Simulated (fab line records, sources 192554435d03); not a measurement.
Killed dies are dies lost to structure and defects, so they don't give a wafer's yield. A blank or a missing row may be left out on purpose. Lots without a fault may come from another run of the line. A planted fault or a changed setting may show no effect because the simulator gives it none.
Problem report in the 8D (eight disciplines) form, filled by code | flow n5_finfet | the parts of the form that need people (team, actions taken, sign-off) are left out

1. THE PROBLEM
killed_at_M4_up at N5_PASSIVATION_PROBE_49 reads a mean of 90 on 3 wafers of 2 lots; wafers without a fault read 13 with a standard deviation of 5.3. That is +14 standard deviations from the usual mean.
First seen on wafer L558.4, day 15 22:24, on prober-02. The record holds 6 wafers of 2 lots with a number at this step. Rule for "out", or "out of limits": more than 4 standard deviations from the usual mean. The other wafers with a number count as sound.

2. WHAT IT IS AND WHAT IT IS NOT
question                    | is                     | is not
which readings at this step | killed_at_M4_up        | killed_at_M0_to_M3, killed_at_contacts, killed_at_front_end, killed_at_other, killed_open, killed_short, sort_bin_6_memory
which lots                  | L558, L561             | -
which wafers of those lots  | L558.4, L558.5, L561.4 | L558.1, L561.3, L561.6
read on which tools         | prober-01, prober-02   | -
when                        | from day 15 22:24      | up to then (1 sound wafer); but 2 sound wafers of L561 came after

3. SUSPECTS, AND WHAT RULES EACH OUT
Counting: a tool at a process step up to the reading stays a suspect if it ran every lot that is out. Sound lots after the first of them don't rule it out here, since some wafers of a struck lot are sound.
- rie_diel-03 at N5_BEOL_M8_ETCH_41 (etches SiCN in CH3F/O2, target depth 31.9 nm, time 57.8 s): kept. It ran every lot that is out, first L558 (day 13 00:52).
- pecvd-04 at N5_PASSIVATION_PECVD_55 (deposits SiO2 from SiH4/N2O, target thk 400 nm, time 22.5 s): kept. It ran every lot that is out, first L558 (day 15 15:07).
- Within rie_diel-03 at N5_BEOL_M8_ETCH_41: the wafers that are out ran in chamber 2; their sound lot-mates ran in chambers 0, 1, 3.
Left after counting: rie_diel-03 at N5_BEOL_M8_ETCH_41, pecvd-04 at N5_PASSIVATION_PECVD_55.

4. THE CAUSE (what the simulator had put in)
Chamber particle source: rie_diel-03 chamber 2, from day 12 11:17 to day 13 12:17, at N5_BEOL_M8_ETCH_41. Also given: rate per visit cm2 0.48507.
Counting left 2 suspects, and this tool is among them.

5. THE CHAIN OF EFFECTS, in route order
Each row: a reading whose mean over the struck wafers that have a number lies more than 3 standard deviations from the usual. Only readings for which the record gives a usual standard deviation are gone through. hours: the time from each lot's start at the first step in this table that gives one to its start at this step, as a median over the lots. sigmas: the change in usual standard deviations.
hours | step                    | reading              | usual  | on struck wafers | change | sigmas
0     | N5_PASSIVATION_PROBE_49 | defect_limited_yield | 91.2 % | 86.2             | -5.0   | -3.3
0     | N5_PASSIVATION_PROBE_49 | killed_at_M4_up      | 13     | 90               | +77    | +14
0     | N5_PASSIVATION_PROBE_49 | killed_dies          | 103    | 163              | +60    | +3.5
0     | N5_PASSIVATION_PROBE_49 | killed_on_rim        | 14     | 29               | +15    | +3.3
0     | N5_PASSIVATION_PROBE_49 | sort_bin_5_function  | 5.2 %  | 9.0              | +3.8   | +4.1
0     | N5_PASSIVATION_PROBE_49 | sort_n_pass          | 1077   | 1017             | -60    | -3.5
0     | N5_PASSIVATION_PROBE_49 | sort_yield_pct       | 91.2 % | 86.2             | -5.0   | -3.3
The process steps in it:
- N5_PASSIVATION_PROBE_49

6. WHAT WOULD HAVE CAUGHT IT SOONER
In this record the first reading out of limits was taken at day 15 22:24, 83 hours after the fault began at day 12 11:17.
Of the tool readings at N5_BEOL_M8_ETCH_41 for which the record gives a usual standard deviation, none was out on any struck wafer, so an alarm limit of 4 standard deviations on them would not have fired.
All the lots that are out (2) had begun N5_BEOL_M8_ETCH_41 on rie_diel-03 by day 15 22:24. A hold on the tool at that time would have spared none of them.
